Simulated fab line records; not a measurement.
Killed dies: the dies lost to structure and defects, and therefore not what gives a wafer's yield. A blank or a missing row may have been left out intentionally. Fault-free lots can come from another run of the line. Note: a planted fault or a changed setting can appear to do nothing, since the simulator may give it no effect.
Struck lot and sound lot, side by side + flow nand_harc + 15 steps out of a route of 1159
Sound: the wafers L573.2, L573.5, L573.6. Struck: wafer L580.4 (left out: L580.2, L580.6 of the same lot, which were not struck); the cause appears at the end.
Per side, at each step with rows, come the tool, then ch with its chambers, and then its first start. Under that, the readings that differ: sound wafers + struck wafers + difference of the means + sigmas: that difference in standard deviations of wafers without a fault.
alike: readings whose means differ by less than 2 such deviations, and words and numbers that are the same on both sides. not compared: withheld readings, readings that some wafer has no value for, bounds like >300 that may hide the same value, and numbers for which the record gives no deviation and whose values overlap.
A row with sigmas, a row that says differs or no value, or rows on one side alone: a step with any of these is where the two part. When numbers do not overlap yet have no deviation, they are printed without sigmas and do not part them. A reading that every wafer of one side lacks parts them only if that side has two wafers or more.

first, 1 step without rows for these wafers: NHARC_A_CONTACT_ETCH_128 (etches the open film in C4F8/O2/Ar, time 155 s, target depth 956 nm).
NHARC_A_CONTACT_ETCH_129: etches the open film in C4F8/O2/Ar, time 155 s, target depth 956 nm.
  sound on har_cap_etch-03 ch 0,1, day 16 13:01; struck on har_cap_etch-03 ch 1, day 18 19:21
  not compared: rf_hours_counter_h
NHARC_A_CONTACT_ETCH_130: etches the open film in C4F8/O2/Ar, time 155 s, target depth 956 nm.
  sound on har_cap_etch-03 ch 0,1, day 16 13:10; struck on har_cap_etch-03 ch 1, day 18 19:29
  not compared: rf_hours_counter_h
then, 1 step without rows for these wafers: NHARC_A_CONTACT_ETCH_131 (etches the open film in C4F8/O2/Ar, time 155 s, target depth 956 nm).
NHARC_A_CONTACT_ETCH_132: etches the open film in C4F8/O2/Ar, time 156 s, target depth 958 nm.
  sound on har_cap_etch-03 ch 0,1, day 16 13:26; struck on har_cap_etch-03 ch 1, day 18 19:46
  not compared: rf_hours_counter_h
NHARC_A_CONTACT_ETCH_133: etches the open film in C4F8/O2/Ar, time 195 s, target depth 840 nm.
  sound on har_cap_etch-03 ch 0,1, day 16 13:35; struck on har_cap_etch-03 ch 1, day 18 19:55
  not compared: rf_hours_counter_h
then, 1 step without rows for these wafers: NHARC_A_CONTACT_ETCH_91 (etches the open film in CH3F/O2, target depth 40 nm, time 85.7 s).
NHARC_A_CONTACT_ETCH_97: etches the open film in C4F6/O2, target depth 20 nm, time 10 s.
  sound: rie_diel-03 ch 0,1,2; struck: rie_diel-01 ch 0
  alike: drypump_motor_current_A, oes_product_au, rf_vpp_V, showerhead_plenum_p_Torr, throttle_valve_pct
  not compared: rf_hours_counter_h
NHARC_A_CONTACT_CD_MEAS_80:
  sound on cd_sem-02, day 16 14:24; struck on cd_sem-03, day 18 20:43
  alike: cd_nm
then, 3 steps without rows for these wafers: NHARC_A_CONTACT_STRIP_103 (strips in N2/H2); NHARC_A_CONTACT_STRIP_104 (strips in CF4/CHF3); NHARC_A_CONTACT_STRIP_105 (strips in O2/COS).
NHARC_A_CONTACT_ETCH_106: etches the open film in CF4/O2, target depth 60 nm, overetch 6 nm, time 33 s.
  sound on rie_diel-01 ch 0,1,2, day 16 14:42; struck on rie_diel-03 ch 0, day 18 21:10
| reading               | sound             | struck | difference | sigmas |
|-----------------------|-------------------|--------|------------|--------|
| oes_product_au (a.u.) | 1.010 1.011 0.996 | 0.922  | -0.084     | -6     |
  alike: drypump_motor_current_A, rf_vpp_V, showerhead_plenum_p_Torr, throttle_valve_pct
  not compared: rf_hours_counter_h
then, 1 step without rows for these wafers: NHARC_A_CONTACT_STRIP_82 (strips in O2).
-- break in the record here, with 3 days between the starts of the struck wafers on either side (left off in module A_CONTACT, picked up again in module END, where the first step shown is number 1159 on the route) --
NHARC_END_SORT_01:
  sound on prober-01 ch 0, day 19 14:28; struck on prober-02 ch 0, day 21 19:29
| reading         | sound    | struck                   | difference                   | sigmas |
|-----------------|----------|--------------------------|------------------------------|--------|
| hold            | - - -    | await_dispo/8.5h/release | no value on the sound wafers |        |
| killed_at_array | 48 34 39 | 657                      | +617                         | +56    |
| killed_dies     | 51 38 46 | 658                      | +613                         | +51    |
  alike: killed_at_other, killed_at_periphery, killed_open, killed_short

## WHERE THEY PART
Earliest at NHARC_A_CONTACT_ETCH_106; latest, in this record, at NHARC_END_SORT_01.

WHY: the cause the simulator had injected
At NHARC_A_CONTACT_ETCH_106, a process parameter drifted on rie_diel-03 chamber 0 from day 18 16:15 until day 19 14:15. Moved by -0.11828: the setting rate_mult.
